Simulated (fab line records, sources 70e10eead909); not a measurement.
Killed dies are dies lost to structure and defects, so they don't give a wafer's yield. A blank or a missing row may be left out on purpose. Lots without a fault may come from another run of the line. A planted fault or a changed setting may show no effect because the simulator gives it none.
A struck lot beside a sound one | flow nand_harc | 14 steps out of a route of 1302
Sound: wafers L137.1, L137.3, L137.5. Struck: wafer L155.3. (L155.2 of the same lot was not struck and is left out.) The cause comes at the end.
At each step with rows: each side's tool, then ch and its chambers, then its first start. Under that, the readings that differ: sound wafers | struck wafers | difference of the means | sigmas: that difference in standard deviations of wafers without a fault.
alike: readings whose means differ by less than 2 such deviations, and words and numbers that are the same on both sides. not compared: withheld readings, readings that some wafer has no value for, bounds like >300 that may hide the same value, and numbers for which the record gives no deviation and whose values overlap.
The two part at a step that has a row with sigmas, a row that says differs or no value, or rows on one side only. Numbers that don't overlap but have no deviation are shown without sigmas and don't part them. A reading that every wafer of one side lacks parts them only if that side has two wafers or more.

NHARC_A_SOURCE_PLATE_THK_MEAS_09: measures by ellipsometry.
  sound on film_metro-01, day 8 18:34; struck on film_metro-02, day 15 22:18
  alike: thk_nm
then, 3 steps without rows for these wafers: NHARC_A_SOURCE_PLATE_PVD_04 (deposits WSi2, target thk 50 nm); NHARC_A_SOURCE_PLATE_CVD_03 (deposits poly-Si, target thk 200 nm, time 4000 s); NHARC_A_SOURCE_PLATE_ANNEAL_05 (time 1800 s).
NHARC_A_SOURCE_PLATE_THK_MEAS_06: measures by ellipsometry.
  sound on film_metro-02, day 9 08:16; struck on film_metro-02, day 16 10:53
  alike: thk_nm
NHARC_A_SOURCE_PLATE_INSPECT_08:
  sound on defect_inspect-02, day 9 08:20; struck on defect_inspect-01, day 16 10:57
  alike: raw_defect_count
then, 1 step without rows for these wafers: NHARC_A_ONON_D1_DEP_00 (target thk 1000 nm).
NHARC_A_ONON_D1_THK_MEAS_02: measures by ellipsometry.
  sound on film_metro-02, day 9 08:54; struck on film_metro-02, day 16 11:31
  alike: thk_nm
then, 1 step without rows for these wafers: NHARC_A_ONON_D1_DEP_03 (target thk 1000 nm).
NHARC_A_ONON_D1_THK_MEAS_05: measures by ellipsometry.
  sound on film_metro-02, day 9 09:28; struck on film_metro-01, day 16 12:05
  reading     | sound       | struck | difference | sigmas
  thk_nm (nm) | 995 995 994 | 1020   | +25        | +2
NHARC_A_ONON_D1_DEP_06: target thk 1000 nm.
  sound on pecvd_onon-03 ch 0, day 9 09:32; struck on pecvd_onon-04 ch 0, day 16 12:12
NHARC_A_ONON_D1_THK_MEAS_08: measures by ellipsometry.
  sound on film_metro-01, day 9 10:02; struck on film_metro-01, day 16 12:40
  reading     | sound          | struck | difference | sigmas
  thk_nm (nm) | 1008 1010 1007 | 1178   | +170       | +17
then, 1 step without rows for these wafers: NHARC_A_ONON_D1_DEP_09 (target thk 1000 nm).
-- the record jumps here: 17 days lie between the struck wafers' starts before and after (it left off in module A_ONON_D1 and takes up again in module END, whose first step shown is number 1302 of the route) --
NHARC_END_SORT_01:
  the record has rows for the struck wafers here (prober-02 ch 0, day 33 06:59) and none for the sound ones

WHERE THEY PART
First at NHARC_A_ONON_D1_THK_MEAS_05; last, within this record, at NHARC_END_SORT_01.

WHY: what the simulator had put in
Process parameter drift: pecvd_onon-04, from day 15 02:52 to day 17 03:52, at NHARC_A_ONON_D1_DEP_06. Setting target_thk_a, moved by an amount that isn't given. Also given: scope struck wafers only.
